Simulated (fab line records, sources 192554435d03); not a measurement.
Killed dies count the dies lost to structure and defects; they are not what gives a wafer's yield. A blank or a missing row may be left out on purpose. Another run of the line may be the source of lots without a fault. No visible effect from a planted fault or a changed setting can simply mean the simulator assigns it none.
The tool behind it: which one?	flow n5-finfet	24 lots with 72 wafers sampled at 6 steps, on a route of 1938 steps

## WHAT THE GAUGES READ, wafer by wafer
N5_BEOL_M0_CUTY_OVL_MEAS_58. Usual: M0_ABLK_OVL typically reads 0.1 nm, with standard deviation 0.7.
lot	measured	on	M0_ABLK_OVL (nm)	flag
L074	day 5 23:15	overlay-01	0.3 -1.1 -1.3	
L075	day 6 03:58	overlay-01	-1.1 -0.3 -0.4	
L076	day 6 05:59	overlay-02	0.1 0.4 1.6	
L077	day 6 15:31	overlay-02	-0.5 -0.2 -0.7	
L078	day 6 20:09	overlay-02	-0.4 -0.2 -0.3	
L079	day 7 01:46	overlay-01	-0.6 -0.4 -0.8	
L080	day 7 06:30	overlay-01	0.6 1.1 0.6	
L082	day 7 13:20	overlay-01	0.0 1.2 1.3	
L081	day 7 18:51	overlay-02	0.5 -0.1 0.0	
L083	day 7 22:14	overlay-02	0.3 0.6 -0.2	
L084	day 8 04:34	overlay-01	1.0 0.8 1.5	
L085	day 11 02:19	overlay-01	-0.2 -1.0 -0.6	
L088	day 11 02:33	overlay-02	-0.4 0.2 0.3	
L095	day 11 02:50	overlay-01	-0.8 -0.6 -0.5	
L094	day 11 03:02	overlay-01	0.9 0.1 0.3	
L089	day 11 05:01	overlay-01	-0.1 -0.2 -0.6	
L090	day 11 05:10	overlay-02	0.5 0.1 0.0	
L091	day 11 05:20	overlay-02	-0.4 -0.2 -0.7	
L092	day 11 05:22	overlay-01	1.1 1.4 0.5	
L087	day 11 05:34	overlay-01	0.3 -0.1 0.6	
L093	day 11 05:56	overlay-01	-0.5 -1.0 0.2	
L086	day 11 06:22	overlay-01	1.0 0.8 0.7	
L096	day 11 06:34	overlay-01	0.3 -0.3 -0.2	
L097	day 11 21:11	overlay-01	0.2 -0.6 -1.1	

N5_BEOL_M1_THK_MEAS_01. Usual: M1_ILD_THK typically reads 78.7 nm, with standard deviation 1.1.
lot	measured	on	M1_ILD_THK (nm)	flag
L074	day 6 06:43	film-metro-02	79.4 78.2 80.5	
L075	day 6 09:49	film-metro-01	78.4 79.5 79.1	
L076	day 6 11:44	film-metro-01	78.4 80.7 79.5	
L077	day 7 00:05	film-metro-01	80.2 79.8 80.5	
L078	day 7 04:56	film-metro-01	76.9 77.9 78.0	
L079	day 7 08:41	film-metro-01	79.3 78.9 79.1	
L080	day 7 10:04	film-metro-01	76.1 75.6 78.5	
L082	day 7 18:49	film-metro-01	77.8 78.4 78.3	
L081	day 8 03:21	film-metro-01	79.0 78.4 80.0	
L083	day 8 03:48	film-metro-01	78.8 78.2 78.5	
L084	day 8 12:47	film-metro-02	77.0 76.4 78.9	
L085	day 11 07:22	film-metro-01	76.5 78.2 79.4	
L088	day 11 07:39	film-metro-01	78.5 77.9 80.1	
L095	day 11 07:52	film-metro-02	77.9 78.9 79.7	
L094	day 11 08:21	film-metro-01	77.1 78.0 78.6	
L089	day 11 10:43	film-metro-02	77.6 79.4 79.1	
L090	day 11 11:18	film-metro-02	77.5 76.9 78.6	
L091	day 11 11:31	film-metro-01	77.9 79.0 78.9	
L092	day 11 11:44	film-metro-01	78.0 79.4 79.0	
L087	day 11 11:46	film-metro-02	78.9 79.0 77.5	
L093	day 11 12:17	film-metro-02	78.2 80.1 80.9	
L086	day 11 13:29	film-metro-02	79.0 80.2 80.2	
L096	day 11 13:54	film-metro-01	78.7 79.1 79.0	
L097	day 12 03:22	film-metro-01	78.6 78.0 79.6	

## EACH LOT AND THE TOOL THAT RAN IT (in order: tool; ch and the chambers of the sampled wafers; start)
lot	N5_BEOL_M0_ETCH_138	N5_BEOL_M0_ETCH_128	N5_BEOL_M0_DEGAS_112	N5_BEOL_M0_ALD_136
L074	rie-diel-02 ch 1,2, day 5 23:31	rie-diel-02 ch 0,1,2, day 6 02:35	pvd-sputter-02, day 6 03:49	ald-metal-02 ch 0,2,3, day 6 04:02
L075	rie-diel-04 ch 0,2, day 6 04:17	rie-diel-03 ch 0,2, day 6 05:13	pvd-sputter-01, day 6 07:17	ald-metal-01 ch 0,2, day 6 07:25
L076	rie-diel-03 ch 1,2,3, day 6 06:15	rie-diel-03 ch 0,1,3, day 6 07:58	pvd-sputter-01, day 6 08:46	ald-metal-01 ch 0,1,2, day 6 08:52
L077	rie-diel-02 ch 0,3, day 6 16:26	rie-diel-03 ch 0,3, day 6 18:39	pvd-sputter-03, day 6 19:35	ald-metal-03 ch 0,3, day 6 19:41
L078	rie-diel-03 ch 0,1,2, day 6 20:25	rie-diel-04 ch 1,3, day 7 00:14	pvd-sputter-01, day 7 00:58	ald-metal-02 ch 0,1,2, day 7 01:04
L079	rie-diel-02 ch 0,1, day 7 02:01	rie-diel-03 ch 0,1,2, day 7 04:16	pvd-sputter-02, day 7 06:22	ald-metal-03 ch 1,2, day 7 06:32
L080	rie-diel-03 ch 0,1,3, day 7 06:46	rie-diel-03 ch 1,2,3, day 7 07:16	pvd-sputter-03, day 7 07:58	ald-metal-01 ch 0,2,3, day 7 08:05
L082	rie-diel-03 ch 0,1,3, day 7 13:45	rie-diel-03 ch 0,2,3, day 7 14:59	pvd-sputter-02, day 7 16:02	ald-metal-02 ch 0,2,3, day 7 16:22
L081	rie-diel-03 ch 2,3, day 7 19:10	rie-diel-02 ch 0,3, day 8 00:11	pvd-sputter-01, day 8 00:56	ald-metal-01 ch 1,2,3, day 8 01:16
L083	rie-diel-02 ch 2,3, day 7 22:30	rie-diel-02 ch 0,2,3, day 8 00:18	pvd-sputter-02, day 8 01:43	ald-metal-03 ch 0,1,2, day 8 01:49
L084	rie-diel-03 ch 1,2,3, day 8 06:19	rie-diel-02 ch 0,2,3, day 8 08:05	pvd-sputter-01, day 8 10:37	ald-metal-02 ch 0,2,3, day 8 10:43
L085	rie-diel-04 ch 0,1,3, day 11 02:36	rie-diel-03 ch 1,2, day 11 03:59	pvd-sputter-02, day 11 05:07	ald-metal-01 ch 1,2,3, day 11 05:13
L088	rie-diel-03 ch 1,2,3, day 11 02:58	rie-diel-03 ch 2,3, day 11 04:05	pvd-sputter-02, day 11 05:17	ald-metal-03 ch 0,2, day 11 05:23
L095	rie-diel-02 ch 0,1,3, day 11 03:26	rie-diel-03 ch 1,2,3, day 11 04:20	pvd-sputter-03, day 11 05:20	ald-metal-01 ch 1,2,3, day 11 05:26
L094	rie-diel-02 ch 1,3, day 11 04:10	rie-diel-02 ch 0,1,3, day 11 05:11	pvd-sputter-03, day 11 06:17	ald-metal-02 ch 0,1,2, day 11 06:23
L089	rie-diel-03 ch 2,3, day 11 05:23	rie-diel-04 ch 0,2,3, day 11 07:31	pvd-sputter-03, day 11 08:41	ald-metal-01 ch 1,2, day 11 08:47
L090	rie-diel-02 ch 2,3, day 11 05:30	rie-diel-04 ch 1,2,3, day 11 07:59	pvd-sputter-01, day 11 09:08	ald-metal-02 ch 0,1,3, day 11 09:14
L091	rie-diel-02 ch 0,1,3, day 11 06:05	rie-diel-02 ch 0,2,3, day 11 08:08	pvd-sputter-01, day 11 09:14	ald-metal-03 ch 0,1,2, day 11 09:20
L092	rie-diel-04 ch 1,2,3, day 11 06:16	rie-diel-02 ch 0,3, day 11 08:15	pvd-sputter-01, day 11 09:23	ald-metal-01 ch 0,2, day 11 09:29
L087	rie-diel-03 ch 1,2,3, day 11 06:26	rie-diel-03 ch 1,2,3, day 11 08:17	pvd-sputter-01, day 11 09:28	ald-metal-02 ch 1,2,3, day 11 09:34
L093	rie-diel-04 ch 1,2,3, day 11 07:55	rie-diel-04 ch 1,2,3, day 11 09:09	pvd-sputter-01, day 11 10:16	ald-metal-01 ch 0,1, day 11 10:22
L086	rie-diel-03 ch 1,2,3, day 11 08:12	rie-diel-03 ch 1,3, day 11 10:03	pvd-sputter-01, day 11 10:55	ald-metal-01 ch 1,2, day 11 11:01
L096	rie-diel-04 ch 0,3, day 11 08:19	rie-diel-04 ch 1,3, day 11 10:15	pvd-sputter-02, day 11 10:55	ald-metal-02 ch 1,2,3, day 11 11:02
L097	rie-diel-04 ch 1,2, day 11 21:27	rie-diel-03 ch 2,3, day 11 22:30	pvd-sputter-01, day 11 23:34	ald-metal-02 ch 0,3, day 11 23:43
- N5_BEOL_M0_ETCH_138: etches SiCN in CH3F/O2, target depth 12 nm, time 31.6 s.
- N5_BEOL_M0_ETCH_128: etches SiCN in CF4/N2, target depth 12 nm, overetch 5.1 nm, time 21.4 s.
- N5_BEOL_M0_DEGAS_112: time 60 s.
- N5_BEOL_M0_ALD_136: deposits TaN, pulse time 2 s, purge time 3 s, co reactant purge time 2 s.

## WHAT THE TOOLS THEMSELVES READ (means of the sampled wafers that have a number; where no wafer has one, the mark that the record gives instead)
N5_BEOL_M0_ETCH_138. Usual: drypump-motor-current-A 5.9 A, standard deviation 0.45; etch-rf-on-time-s 29.3 s, standard deviation 0.9; oes-product-au 0.69 a.u., standard deviation 0.067; rf-vpp-V 297.4 V, standard deviation 1.7; showerhead-plenum-p-Torr 2.01 Torr, standard deviation 0.077; throttle-valve-pct 16.31 %, standard deviation 0.25.
lot	tool	drypump-motor-current-A (A)	etch-rf-on-time-s (s)	oes-product-au (a.u.)	rf-vpp-V (V)	showerhead-plenum-p-Torr (Torr)	throttle-valve-pct (%)	flag
L074	rie-diel-02	6.1	28.2	0.66	297.2	2.04	16.29	
L075	rie-diel-04	6.3	27.8	0.76	296.4	1.94	16.21	
L076	rie-diel-03	5.4	29.6	0.71	297.9	2.06	16.27	
L077	rie-diel-02	6.4	29.7	0.68	295.9	1.96	16.38	
L078	rie-diel-03	5.6	29.4	0.65	296.1	1.98	16.46	
L079	rie-diel-02	6.3	29.0	0.70	296.5	1.99	16.30	
L080	rie-diel-03	5.7	29.3	0.70	297.6	2.02	16.33	
L082	rie-diel-03	5.7	29.1	0.70	297.7	2.02	16.35	
L081	rie-diel-03	5.3	30.1	0.70	298.2	2.07	16.09	
L083	rie-diel-02	6.2	28.9	0.73	298.8	2.06	16.25	
L084	rie-diel-03	5.5	29.3	0.68	297.6	2.05	16.30	
L085	rie-diel-04	6.0	28.7	0.75	296.5	1.98	16.13	
L088	rie-diel-03	5.5	29.8	0.66	297.9	2.04	16.37	
L095	rie-diel-02	6.3	29.2	0.68	298.1	2.02	16.30	
L094	rie-diel-02	6.3	28.9	0.73	298.3	2.06	16.21	
L089	rie-diel-03	5.2	30.2	0.62	297.7	2.02	16.30	
L090	rie-diel-02	6.1	29.2	0.69	298.4	2.08	16.32	
L091	rie-diel-02	6.3	29.8	0.69	297.1	2.02	16.28	
L092	rie-diel-04	6.0	29.6	0.69	296.4	1.96	16.40	
L087	rie-diel-03	5.5	29.6	0.65	298.5	2.04	16.37	
L093	rie-diel-04	6.0	29.0	0.69	297.1	1.96	16.40	
L086	rie-diel-03	5.5	30.7	0.65	298.0	2.04	16.37	
L096	rie-diel-04	5.7	28.9	0.74	295.4	1.95	16.01	
L097	rie-diel-04	6.3	29.1	0.65	297.2	1.94	16.68	

N5_BEOL_M0_ETCH_128. Usual: drypump-motor-current-A 5.8 A, standard deviation 0.45; oes-product-au 0.55 a.u., standard deviation 0.05; rf-vpp-V 382.4 V, standard deviation 2.2; showerhead-plenum-p-Torr 2.21 Torr, standard deviation 0.082; throttle-valve-pct 15.44 %, standard deviation 0.25.
lot	tool	drypump-motor-current-A (A)	oes-product-au (a.u.)	rf-vpp-V (V)	showerhead-plenum-p-Torr (Torr)	throttle-valve-pct (%)	flag
L074	rie-diel-02	6.2	0.51	381.0	2.18	15.46	
L075	rie-diel-03	5.5	0.48	380.5	2.13	15.58	
L076	rie-diel-03	5.7	0.57	382.6	2.23	15.44	
L077	rie-diel-03	5.6	0.53	380.7	2.17	15.46	
L078	rie-diel-04	5.6	0.60	382.3	2.19	15.20	
L079	rie-diel-03	5.6	0.53	381.5	2.18	15.58	
L080	rie-diel-03	5.5	0.57	384.3	2.26	15.38	
L082	rie-diel-03	5.4	0.53	381.7	2.20	15.40	
L081	rie-diel-02	6.4	0.58	382.3	2.20	15.42	
L083	rie-diel-02	6.2	0.55	382.6	2.22	15.41	
L084	rie-diel-02	6.2	0.54	382.8	2.22	15.43	
L085	rie-diel-03	5.6	0.53	382.4	2.22	15.66	
L088	rie-diel-03	5.2	0.51	383.4	2.23	15.41	
L095	rie-diel-03	5.4	0.53	383.7	2.25	15.48	
L094	rie-diel-02	6.3	0.56	382.8	2.23	15.40	
L089	rie-diel-04	6.0	0.55	380.8	2.13	15.39	
L090	rie-diel-04	6.0	0.56	381.3	2.16	15.51	
L091	rie-diel-02	6.2	0.54	382.8	2.21	15.49	
L092	rie-diel-02	6.4	0.56	381.2	2.19	15.48	
L087	rie-diel-03	5.5	0.53	382.8	2.25	15.47	
L093	rie-diel-04	6.0	0.56	381.5	2.16	15.53	
L086	rie-diel-03	5.6	0.56	385.0	2.29	15.35	
L096	rie-diel-04	6.0	0.59	381.2	2.22	15.36	
L097	rie-diel-03	5.2	0.51	382.4	2.22	15.43	

N5_BEOL_M0_DEGAS_112. Usual: heater-power-w at 330 W, with a standard deviation of 18.
lot	tool	heater-power-w (W)	flag
L074	pvd-sputter-02	323	
L075	pvd-sputter-01	322	
L076	pvd-sputter-01	335	
L077	pvd-sputter-03	343	
L078	pvd-sputter-01	325	
L079	pvd-sputter-02	338	
L080	pvd-sputter-03	345	
L082	pvd-sputter-02	321	
L081	pvd-sputter-01	329	
L083	pvd-sputter-02	337	
L084	pvd-sputter-01	322	
L085	pvd-sputter-02	315	
L088	pvd-sputter-02	326	
L095	pvd-sputter-03	361	
L094	pvd-sputter-03	356	
L089	pvd-sputter-03	356	
L090	pvd-sputter-01	340	
L091	pvd-sputter-01	321	
L092	pvd-sputter-01	309	
L087	pvd-sputter-01	321	
L093	pvd-sputter-01	306	
L086	pvd-sputter-01	305	
L096	pvd-sputter-02	321	
L097	pvd-sputter-01	331	

N5_BEOL_M0_ALD_136. Usual: chamber-pressure-Torr 3.001 Torr, standard deviation 0.0064; heater-power-w 418 W, standard deviation 48; mfc-carrier-sccm 1499 sccm, standard deviation 4.8; precursor-vessel-temp-c 74.99 C, standard deviation 0.12.
lot	tool	chamber-pressure-Torr (Torr)	heater-power-w (W)	mfc-carrier-sccm (sccm)	precursor-vessel-temp-c (C)	flag
L074	ald-metal-02	2.997	435	1496	74.91	
L075	ald-metal-01	2.996	400	1493	74.98	
L076	ald-metal-01	2.996	384	1500	75.05	
L077	ald-metal-03	3.005	377	1501	75.03	
L078	ald-metal-02	3.003	437	1495	74.90	
L079	ald-metal-03	3.000	466	1495	74.98	
L080	ald-metal-01	3.002	417	1505	74.94	
L082	ald-metal-02	3.002	431	1499	75.07	
L081	ald-metal-01	3.001	428	1499	75.07	
L083	ald-metal-03	3.004	426	1500	75.00	
L084	ald-metal-02	3.002	431	1500	74.96	
L085	ald-metal-01	3.002	418	1496	75.03	
L088	ald-metal-03	3.007	424	1499	74.87	
L095	ald-metal-01	3.008	426	1498	74.93	
L094	ald-metal-02	3.000	433	1497	74.98	
L089	ald-metal-01	3.002	405	1502	75.03	
L090	ald-metal-02	2.998	392	1503	74.93	
L091	ald-metal-03	2.996	438	1496	75.06	
L092	ald-metal-01	3.001	379	1501	75.06	
L087	ald-metal-02	3.007	417	1498	74.85	
L093	ald-metal-01	3.003	372	1503	74.95	
L086	ald-metal-01	2.998	403	1500	75.03	
L096	ald-metal-02	3.005	417	1500	75.09	
L097	ald-metal-02	2.995	384	1505	75.00	

## THE ANSWER, worked out from the rows above alone
Rule: take the mean of a lot's wafers that have a number; if it is more than 3 standard deviations from the usual mean, the lot is off. Also off: a lot with no number at a reading for which 4 or more lots have one. Where the step has rows for the other lots, those lots are counted as sound. After the gauges, taken in route order, come the tools' own readings; for these a lot's mean is taken, as printed above. The first step at which some lot is off is used, and at that step the reading that is off furthest; a lot without a number counts as furthest.
No lot is off at any reading shown: from this, nothing can be told.

## WHAT THE SIMULATOR HAD INSERTED
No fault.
